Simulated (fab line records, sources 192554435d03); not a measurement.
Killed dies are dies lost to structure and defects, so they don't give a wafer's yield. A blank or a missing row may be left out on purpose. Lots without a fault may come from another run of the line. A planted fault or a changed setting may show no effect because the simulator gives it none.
Split-lot experiment | flow n5_finfet | 7 lots, 39 wafers read, on a route of 1938 steps

THE SPLIT
At N5_MOL_CONTACT_COAG_ETCH_91 (etches SOC in N2/H2, target depth 60 nm, overetch 21 nm, time 101.2 s), the setting time_s was moved away from the recipe's 101.2 s on 12 of the 39 wafers read, by -49.8% to +55.3%. The other wafers ran this setting at the recipe's value.

The reading is taken at the split's own step.

THE READING
SiARC_of_MOL_CONTACT_COAG_COAT_76.thk_nm (the simulator's own value, which no gauge read), in nm, at N5_MOL_CONTACT_COAG_ETCH_91 (etches SOC in N2/H2, target depth 60 nm, overetch 21 nm, time 101.2 s). The file gives no usual value for it. The 27 wafers here that ran the recipe average 5.8 nm, standard deviation 0.16 nm.

wafer  | tool, chamber at the split | time_s as run, s | against the recipe | SiARC_of_MOL_CONTACT_COAG_COAT_76.thk_nm, nm | against lot-mates on the recipe
L074.1 | rie_diel-01, 1             | 101.2            | recipe             | 5.8                                          | -
L074.4 | rie_diel-01, 1             | 101.2            | recipe             | 5.8                                          | -
L074.2 | rie_diel-01, 0             | 101.2            | recipe             | 5.6                                          | -
L074.6 | rie_diel-01, 0             | 101.2            | recipe             | 5.6                                          | -
L074.3 | rie_diel-01, 3             | 101.2            | recipe             | 6                                            | -
L074.5 | rie_diel-01, 3             | 101.2            | recipe             | 6                                            | -
L081.1 | rie_diel-01, 0,2,0         | 50.77            | -49.8%             | 7.8                                          | +1.9
L081.2 | rie_diel-01, 0,2,0         | 50.77            | -49.8%             | 7.8                                          | +1.9
L081.5 | rie_diel-01, 0,2,0         | 50.77            | -49.8%             | 7.8                                          | +1.9
L081.3 | rie_diel-01, 3             | 101.2            | recipe             | 6                                            | -
L081.4 | rie_diel-01, 3             | 101.2            | recipe             | 6                                            | -
L081.6 | rie_diel-01, 2             | 101.2            | recipe             | 5.6                                          | -
L082.1 | rie_diel-01, 2             | 101.2            | recipe             | 5.6                                          | -
L082.2 | rie_diel-01, 0,2           | 101.2            | recipe             | 5.8                                          | -
L082.5 | rie_diel-01, 0,2           | 101.2            | recipe             | 5.8                                          | -
L082.3 | rie_diel-01, 3             | 84               | -17.0%             | 6.8                                          | +1.1
L082.6 | rie_diel-01, 3             | 84               | -17.0%             | 6.8                                          | +1.1
L082.4 | rie_diel-01, 0             | 84               | -17.0%             | 6.4                                          | +0.7
L085.1 | rie_diel-02, 3             | 101.2            | recipe             | 6                                            | -
L085.2 | rie_diel-02, 1,2,1         | 101.2            | recipe             | 5.8                                          | -
L085.3 | rie_diel-02, 1,2,1         | 101.2            | recipe             | 5.8                                          | -
L085.6 | rie_diel-02, 1,2,1         | 101.2            | recipe             | 5.8                                          | -
L085.4 | rie_diel-02, 0             | 101.2            | recipe             | 5.6                                          | -
L085.5 | rie_diel-02, 0             | 101.2            | recipe             | 5.6                                          | -
L089.1 | rie_diel-01, 1             | 101.2            | recipe             | 5.6                                          | -
L089.6 | rie_diel-01, 1             | 101.2            | recipe             | 5.6                                          | -
L089.2 | rie_diel-01, 3             | 157.2            | +55.3%             | 3.8                                          | -1.9
L089.3 | rie_diel-01, 0             | 101.2            | recipe             | 5.8                                          | -
L089.4 | rie_diel-01, 2             | 157.2            | +55.3%             | 3.2                                          | -2.5
L089.5 | rie_diel-01, 0             | 157.2            | +55.3%             | 3.4                                          | -2.3
L092.1 | rie_diel-02, 1             | 101.2            | recipe             | 5.8                                          | -
L092.2 | rie_diel-02, 3             | 101.2            | recipe             | 6                                            | -
L092.3 | rie_diel-02, 0             | 101.2            | recipe             | 5.6                                          | -
L093.1 | rie_diel-04, 3             | 80.72            | -20.2%             | 6.4                                          | +0.6
L093.2 | rie_diel-04, 0             | 101.2            | recipe             | 5.8                                          | -
L093.3 | rie_diel-04, 2             | 101.2            | recipe             | 5.6                                          | -
L093.4 | rie_diel-04, 1             | 80.72            | -20.2%             | 6.8                                          | +1.0
L093.5 | rie_diel-04, 1             | 101.2            | recipe             | 6                                            | -
L093.6 | rie_diel-04, 2             | 80.72            | -20.2%             | 6.6                                          | +0.8
Where a row lists several chambers, the file gives one row for several wafers and doesn't say which wafer went through which chamber.

THE FIT
A straight line over all 39 wafers: SiARC_of_MOL_CONTACT_COAG_COAT_76.thk_nm changes by -0.0417 nm for each +1% of time_s; r = -0.98; the points scatter about the line by 0.18 nm.
The same after taking each lot's own level away (the mean of its wafers on the recipe; 39 wafers): -0.04 nm for each +1%; r = -0.98; scatter 0.18 nm.
On that fit, the largest move of time_s shifts the reading by 2.2 nm.
The lots' own levels span 5.67 to 5.87 nm, that is 1.3 times the standard deviation above.
So the lot-to-lot level changes the slope little: the two slopes agree.
Check: with one of the wafers moved furthest among these (+55.3%) left out of the fit, the line predicts -2.28 nm for it against its lot-mates. It came out at -1.87 nm against them.

OTHER SPLITS ON THESE WAFERS
These wafers also went through other splits before the reading. Each is held against what the fit with the lots' levels taken away leaves over:
other split on the same wafers | wafers away from the commonest value | r with SiARC_of_MOL_CONTACT_COAG_COAT_76.thk_nm (lot level and that fit taken away)
N5_HKMG_FIN_ALD_91 ald_cycles  | 18                                   | -0.20

THE WHOLE CHAIN: every reading that the file lists as answering this split, in the file's order
step                        | what it does                                                          | reading                                                                                   | change (the file's fit)                                                                       | r (the file's)
N5_MOL_CONTACT_COAG_ETCH_91 | etches SOC in N2/H2, target depth 60 nm, overetch 21 nm, time 101.2 s | SiARC_of_MOL_CONTACT_COAG_COAT_76.thk_nm (the simulator's own value, which no gauge read) | -0.0401 nm for each +1% of the setting                                                        | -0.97
N5_MOL_CONTACT_COAG_ETCH_47 | etches SiNx in CH3F/O2, stops on W, target depth 27 nm                | etch_rf_on_time_s                                                                         | not straight: withheld at the lowest setting, withheld at the recipe, withheld at the highest | not given
N5_MOL_CONTACT_COAG_ETCH_47 | etches SiNx in CH3F/O2, stops on W, target depth 27 nm                | etch.over_etch_s (the simulator's own value, which no gauge read)                         | not straight: 0 at the lowest setting, 5.199 at the recipe, 5.171 at the highest              | not given

THE FILE'S OWN FIT
SiARC_of_MOL_CONTACT_COAG_COAT_76.thk_nm changes by -0.0401 nm for each +1% of time_s, r = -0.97.
